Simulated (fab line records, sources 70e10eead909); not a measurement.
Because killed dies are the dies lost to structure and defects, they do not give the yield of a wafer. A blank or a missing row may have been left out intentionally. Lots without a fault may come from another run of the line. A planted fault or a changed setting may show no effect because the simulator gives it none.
Chamber matching ; flow nandHarc ; rieDiel-02 running NHARC_A_SGD_CUT_ETCH_16: 4 sister chambers
The step etches the open film in C4F8/O2/Ar, target depth 310.5 nm, time 155.2 s. 8 wafers are shown with their chamber, then 7 later ones without.

== EACH WAFER AND ITS CHAMBER ==
wafer;chamber;rfVppV (V);oesProductAu (a.u.)
L383.6;3;721.9;0.975
L389.1;2;724.5;0.964
L389.2;1;725.8;0.987
L391.1;1;726.9;0.995
L391.2;3;721.6;0.981
L391.6;0;720.8;0.992
L390.3;2;724.8;0.975
L390.4;0;719.3;0.967

== WAFERS WHOSE CHAMBER IS MISSING ==
wafer;rfVppV (V);oesProductAu (a.u.)
L390.5;726.6;0.989
L400.2;721.2;0.989
L400.4;726.5;0.964
L400.5;726.6;0.957
L402.2;726.5;0.961
L402.3;722.6;0.952
L402.5;726.7;0.950

== THE CHAMBER EACH PASSED THROUGH ==
wafer;from the rows above;in truth
L390.5;1;1
L400.2;can't be placed: 3 or 0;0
L400.4;can't be placed: 1 or 2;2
L400.5;can't be placed: 2 or 1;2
L402.2;can't be placed: 2 or 1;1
L402.3;can't be placed: 3 or 2 or 0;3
L402.5;can't be placed: 2 or 1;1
Placed correctly: 1 of 7. Cannot be placed on the basis of these rows: 6; the candidates contain the true chamber in 6. Wrongly placed: 0.
How it was worked out, from the rows above alone: a wafer's distance from a chamber is the root of the sum, over the readings, of the square of ((its reading less the chamber's mean) divided by the reading's scatter). If the next closest chamber is less than 2 further off than the closest, the wafer can't be placed; otherwise it belongs to the closest. A chamber's mean is the mean of its shown wafers. The scatter is the square root of a quotient: the sum, over the shown wafers, of each reading's squared deviation from its chamber's mean, divided by wafers minus chambers.
